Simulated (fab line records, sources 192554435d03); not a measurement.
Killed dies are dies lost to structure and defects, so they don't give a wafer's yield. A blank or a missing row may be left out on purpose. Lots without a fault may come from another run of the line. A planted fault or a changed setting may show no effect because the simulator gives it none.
A struck lot beside a sound one | flow n5_finfet | 26 steps out of a route of 1938
Sound: wafers L843.1, L843.3, L843.4. Struck: wafer L853.5. (L853.4, L853.6 of the same lot were not struck and are left out.) The cause comes at the end.
At each step with rows: each side's tool, then ch and its chambers, then its first start. Under that, the readings that differ: sound wafers | struck wafers | difference of the means | sigmas: that difference in standard deviations of wafers without a fault.
alike: readings whose means differ by less than 2 such deviations, and words and numbers that are the same on both sides. not compared: withheld readings, readings that some wafer has no value for, bounds like >300 that may hide the same value, and numbers for which the record gives no deviation and whose values overlap.
The two part at a step that has a row with sigmas, a row that says differs or no value, or rows on one side only. Numbers that don't overlap but have no deviation are shown without sigmas and don't part them. A reading that every wafer of one side lacks parts them only if that side has two wafers or more.

first, 1 step without rows for these wafers: N5_PASSIVATION_HARDBAKE_31 (time 120 s).
N5_PASSIVATION_CD_MEAS_30: target cd 4000 nm.
  sound on cd_sem-03 ch 0, day 13 18:38; struck on cd_sem-03 ch 0, day 15 21:04
  alike: cd_nm
N5_PASSIVATION_OVL_MEAS_63:
  sound on overlay-02 ch 0, day 13 18:40; struck on overlay-02 ch 0, day 15 21:05
  alike: PAD_OVL
N5_PASSIVATION_INSPECT_64: inspects for defects (macro).
  sound on defect_inspect-01, day 13 18:41; struck on defect_inspect-01, day 15 21:07
  alike: raw_defect_count
N5_PASSIVATION_DESCUM_32: chemistry O2, time 7.9 s.
  sound on rie_diel-01 ch 0,1,2, day 13 18:55; struck on rie_diel-02 ch 1, day 15 21:09
  reading                     | sound       | struck | difference | sigmas
  drypump_motor_current_A (A) | 5.6 5.0 5.7 | 6.5    | +1.1       | +2
  alike: oes_product_au, rf_vpp_V, showerhead_plenum_p_Torr, throttle_valve_pct
  not compared: rf_hours_counter_h
N5_PASSIVATION_AL_ETCH_33: etches Al in Cl2/BCl3, stops on TaN, target depth 2800 nm, time 466.7 s.
  sound on rie_metal-03 ch 0,1, day 13 19:00; struck on rie_metal-03 ch 0, day 15 21:22
  alike: drypump_motor_current_A, oes_product_au, throttle_valve_pct
  not compared: rf_hours_counter_h
N5_PASSIVATION_ETCH_59: etches TaN in Cl2/BCl3, target depth 65 nm, time 34.9 s.
  sound on rie_metal-03 ch 0,1, day 13 19:24; struck on rie_metal-03 ch 0, day 15 21:40
  alike: drypump_motor_current_A, oes_product_au, throttle_valve_pct
  not compared: rf_hours_counter_h
N5_PASSIVATION_STRIP_34: strips in O2.
  sound on rie_diel-02 ch 1,2,3, day 13 19:32; struck on rie_diel-06 ch 1, day 15 21:46
  reading                     | sound       | struck | difference | sigmas
  drypump_motor_current_A (A) | 5.9 6.5 6.1 | 5.0    | -1.2       | -2
  alike: oes_product_au, rf_vpp_V, showerhead_plenum_p_Torr, throttle_valve_pct
  not compared: rf_hours_counter_h
then, 4 steps without rows for these wafers: N5_PASSIVATION_STRIP_51 (strips in post etch residue remover, time 1200 s); N5_PASSIVATION_CLEAN_69 (cleans in IPA, time 180 s); N5_PASSIVATION_SRD_70 (time 30 s); N5_PASSIVATION_PECVD_53 (deposits SiO2 from TEOS/O2, target thk 800 nm, time 169.4 s).
N5_PASSIVATION_PECVD_35: deposits SiNx from SiH4/NH3/N2, target thk 700 nm, time 151.3 s.
  sound on pecvd-04 ch 0,1,2, day 13 20:09; struck on pecvd-04 ch 0, day 15 22:26
  alike: heater_power_w, showerhead_plenum_p_Torr, showerhead_vpp_V, throttle_valve_pct
  not compared: since_wet_clean_h
then, 8 steps without rows for these wafers: N5_PASSIVATION_HMDS_37 (time 60 s); N5_PASSIVATION_COAT_38; N5_PASSIVATION_EBR_40; N5_PASSIVATION_SOFTBAKE_39 (time 120 s); N5_PASSIVATION_EXPOSE_41 (exposes mask PASS OPEN, defocus 0 nm, target cd 40000 nm); N5_PASSIVATION_PEB_42; N5_PASSIVATION_DEVELOP_43 (develop time 60 s); N5_PASSIVATION_HARDBAKE_45 (time 120 s).
N5_PASSIVATION_CD_MEAS_44: target cd 40000 nm.
  sound on cd_sem-02 ch 0, day 13 20:35; struck on cd_sem-03 ch 0, day 15 22:57
  alike: cd_nm
N5_PASSIVATION_OVL_MEAS_66:
  sound on overlay-02 ch 0, day 13 20:37; struck on overlay-01 ch 0, day 15 22:58
  alike: PASS_OPEN_OVL
N5_PASSIVATION_INSPECT_67: inspects for defects (macro).
  sound on defect_inspect-02, day 13 20:38; struck on defect_inspect-01, day 15 23:00
  reading          | sound | struck | difference | sigmas
  raw_defect_count | 2 3 3 | >300   | differs    |
N5_PASSIVATION_DESCUM_46: chemistry O2, time 7.9 s.
  sound on rie_diel-02 ch 0,1,2, day 13 20:56; struck on rie_diel-02 ch 1, day 15 23:02
  reading      | sound             | struck | difference | sigmas
  rf_vpp_V (V) | 242.8 244.1 245.3 | 240.8  | -3.3       | -2
  alike: drypump_motor_current_A, oes_product_au, showerhead_plenum_p_Torr, throttle_valve_pct
  not compared: rf_hours_counter_h
N5_PASSIVATION_PROBE_49:
  the record has rows for the struck wafers here (prober-01, day 16 02:16) and none for the sound ones

WHERE THEY PART
First at N5_PASSIVATION_DESCUM_32; last, within this record, at N5_PASSIVATION_PROBE_49.

WHY: what the simulator had put in
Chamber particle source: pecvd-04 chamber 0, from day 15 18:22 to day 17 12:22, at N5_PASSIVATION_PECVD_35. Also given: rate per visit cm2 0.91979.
